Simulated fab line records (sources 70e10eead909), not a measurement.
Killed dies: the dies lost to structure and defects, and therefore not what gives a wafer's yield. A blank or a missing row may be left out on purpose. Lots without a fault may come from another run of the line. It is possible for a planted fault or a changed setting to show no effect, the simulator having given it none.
Matching of chambers	flow nand harc	NHARC_A_M0_STRIP_18 on rie diel-13 has 4 sister chambers
The step strips in N2/H2. 18 wafers are shown with their chamber, then 9 later ones without.

WAFERS, EACH WITH ITS CHAMBER
wafer	chamber	drypump motor current A (A)	oes product au (a.u.)	rf vpp V (V)
L478.1	3	5.1	0.997	89.7
L478.2	2	6.3	0.999	91.5
L478.4	0	5.9	1.004	91.8
L481.1	1	5.8	1.005	91.1
L481.4	0	5.9	1.010	90.5
L481.5	3	5.1	0.999	88.9
L483.1	2	6.3	0.990	91.0
L483.2	0	5.9	1.013	89.7
L483.4	1	5.8	1.016	90.2
L482.4	0	6.0	1.010	90.7
L482.5	1	5.8	0.998	91.9
L482.6	2	6.3	0.990	90.8
L485.2	3	5.1	0.998	90.3
L485.5	2	6.3	1.001	91.4
L485.6	3	5.1	0.996	90.2
L486.2	0	5.9	1.004	90.0
L486.4	2	6.3	0.993	88.9
L486.5	2	6.3	0.991	90.8

SIGNATURES (means of the wafers above)
reading	chamber 0	chamber 1	chamber 2	chamber 3	scatter within a chamber
drypump motor current A	5.920	5.800	6.300	5.100	0.0239
oes product au	1.00820	1.00633	0.99400	0.99750	0.005
rf vpp V	90.540	91.067	90.733	89.775	0.835
Rule: for a wafer and a chamber, the distance is found by dividing, reading by reading, the gap between the wafer's reading and the chamber's mean by the reading's scatter, squaring, summing and taking the root. The wafer belongs to the nearest chamber; if the next one is less than 2 further off, it can't be placed. How the scatter is found: for the shown wafers, subtract from each reading the mean of its chamber, square and add these, divide the total by (wafers less chambers), then take the root.

WAFERS MISSING THEIR CHAMBER
wafer	drypump motor current A (A)	oes product au (a.u.)	rf vpp V (V)
L488.2	6.3	1.000	91.7
L488.3	5.9	1.006	90.6
L488.4	5.1	1.010	89.8
L498.1	5.9	0.992	90.4
L498.4	6.3	1.000	92.4
L498.5	5.8	1.005	91.7
L499.3	5.9	1.000	91.9
L499.4	5.1	0.992	89.5
L499.5	6.3	0.989	90.3

CHAMBER TAKEN BY EACH
wafer	from the rows above	in truth
L488.2	2	2
L488.3	0	0
L488.4	3	3
L498.1	can't be placed: 0 or 1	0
L498.4	2	2
L498.5	1	1
L499.3	0	0
L499.4	3	3
L499.5	2	2
Correctly placed: 8 of 9. Not placeable from these rows: 1 (in 1, the candidates include the true chamber). Number placed wrongly: 0.
